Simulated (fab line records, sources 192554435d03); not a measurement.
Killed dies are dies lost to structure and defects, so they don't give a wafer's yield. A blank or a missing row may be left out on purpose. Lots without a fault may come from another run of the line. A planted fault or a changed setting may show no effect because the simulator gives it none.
Split-lot experiment | flow n5_finfet | 7 lots, 39 wafers read, on a route of 1938 steps

THE SPLIT
At N5_HKMG_FIN_ETCH_35 (etches SOC in N2/H2, target depth 215.8 nm, time 243.4 s), the setting bias_w was moved away from the recipe's 5 W on 15 of the 39 wafers read, by -14.0% to +18.7%. The other wafers ran this setting at the recipe's value.

The reading is taken at the split's own step.

THE READING
rf_vpp_V, in V, at N5_HKMG_FIN_ETCH_35 (etches SOC in N2/H2, target depth 215.8 nm, time 243.4 s). Fault-free wafers of this fab line usually give 141.8 V, standard deviation 1.2 V.

wafer  | tool, chamber at the split | bias_w as run, W | against the recipe | rf_vpp_V, V | against lot-mates on the recipe
L074.1 | rie_diel-01, 0             | 4.301            | -14.0%             | 129.3       | -11.8
L074.2 | rie_diel-01, 3             | 5                | recipe             | 140.9       | -
L074.3 | rie_diel-01, 2             | 5                | recipe             | 142.2       | -
L074.4 | rie_diel-01, 3             | 5                | recipe             | 140.3       | -
L074.5 | rie_diel-01, 0             | 4.301            | -14.0%             | 130.0       | -11.1
L074.6 | rie_diel-01, 2             | 4.301            | -14.0%             | 128.9       | -12.2
L075.2 | rie_diel-01, 2             | 5                | recipe             | 143.4       | -
L075.4 | rie_diel-01, 0             | 5                | recipe             | 142.9       | -
L075.6 | rie_diel-01, 1             | 5                | recipe             | 140.8       | -
L080.1 | rie_diel-06, 0             | 5.937            | +18.7%             | 159.8       | +18.5
L080.2 | rie_diel-06, 2             | 5.937            | +18.7%             | 158.0       | +16.7
L080.3 | rie_diel-06, 1             | 5                | recipe             | 141.9       | -
L080.4 | rie_diel-06, 3             | 5                | recipe             | 140.7       | -
L080.5 | rie_diel-06, 0             | 5.937            | +18.7%             | 158.9       | +17.6
L080.6 | rie_diel-06, 1             | 5                | recipe             | 141.3       | -
L087.1 | rie_diel-06, 0             | 5                | recipe             | 142.4       | -
L087.2 | rie_diel-06, 2             | 5.691            | +13.8%             | 153.0       | +11.1
L087.3 | rie_diel-06, 1             | 5                | recipe             | 142.1       | -
L087.4 | rie_diel-06, 1             | 5.691            | +13.8%             | 154.8       | +12.9
L087.5 | rie_diel-06, 2             | 5.691            | +13.8%             | 153.8       | +11.9
L087.6 | rie_diel-06, 0             | 5                | recipe             | 141.3       | -
L089.1 | rie_diel-03, 2             | 5.242            | +4.8%              | 146.2       | +3.9
L089.2 | rie_diel-03, 0             | 5                | recipe             | 142.3       | -
L089.3 | rie_diel-03, 3             | 5.242            | +4.8%              | 144.1       | +1.8
L089.4 | rie_diel-03, 1             | 5                | recipe             | 142.7       | -
L089.5 | rie_diel-03, 1             | 5.242            | +4.8%              | 147.0       | +4.7
L089.6 | rie_diel-03, 0             | 5                | recipe             | 141.8       | -
L090.1 | rie_diel-06, 0             | 4.59             | -8.2%              | 136.8       | -5.6
L090.2 | rie_diel-06, 1             | 5                | recipe             | 142.4       | -
L090.3 | rie_diel-06, 3             | 5                | recipe             | 142.5       | -
L090.4 | rie_diel-06, 2             | 4.59             | -8.2%              | 133.9       | -8.5
L090.5 | rie_diel-06, 0             | 5                | recipe             | 142.4       | -
L090.6 | rie_diel-06, 3             | 4.59             | -8.2%              | 135.5       | -6.9
L093.1 | rie_diel-01, 2             | 5                | recipe             | 143.9       | -
L093.2 | rie_diel-01, 1             | 5                | recipe             | 142.2       | -
L093.3 | rie_diel-01, 0             | 5                | recipe             | 142.6       | -
L093.4 | rie_diel-01, 2             | 5                | recipe             | 141.8       | -
L093.5 | rie_diel-01, 0             | 5                | recipe             | 143.6       | -
L093.6 | rie_diel-01, 1             | 5                | recipe             | 139.5       | -

THE FIT
A straight line over all 39 wafers: rf_vpp_V changes by +0.881 V for each +1% of bias_w; r = +0.99; the points scatter about the line by 1 V.
The same after taking each lot's own level away (the mean of its wafers on the recipe; 39 wafers): +0.884 V for each +1%; r = +0.99; scatter 1 V.
On that fit, the largest move of bias_w shifts the reading by 17 V.
The lots' own levels span 141.13 to 142.43 V, that is 1.1 times the standard deviation above.
So the lot-to-lot level changes the slope little: the two slopes agree.
Check: with one of the wafers moved furthest among these (+18.7%) left out of the fit, the line predicts +16.3 V for it against its lot-mates. It came out at +18.5 V against them.
Tool readings at the split's step, against how far the setting was moved: rf_vpp_V r = +0.99.

OTHER SPLITS ON THESE WAFERS
These wafers also went through other splits before the reading. Each is held against what the fit with the lots' levels taken away leaves over:
other split on the same wafers      | wafers away from the commonest value | r with rf_vpp_V (lot level and that fit taken away)
N5_ZERO_LAYER_PECVD_02 target_thk_a | 9                                    | +0.04
N5_FIN_SAQP_HM_DEP_72 time_s        | 12                                   | +0.40
N5_DUMMY_GATE_EXPOSE_12 dose_mj     | 18                                   | +0.18
N5_DUMMY_GATE_ETCH_37 source_w      | 15                                   | -0.01
N5_DUMMY_GATE_ETCH_32 time_s        | 18                                   | +0.03

THE FILE'S OWN FIT
rf_vpp_V changes by +0.886 V for each +1% of bias_w, r = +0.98.
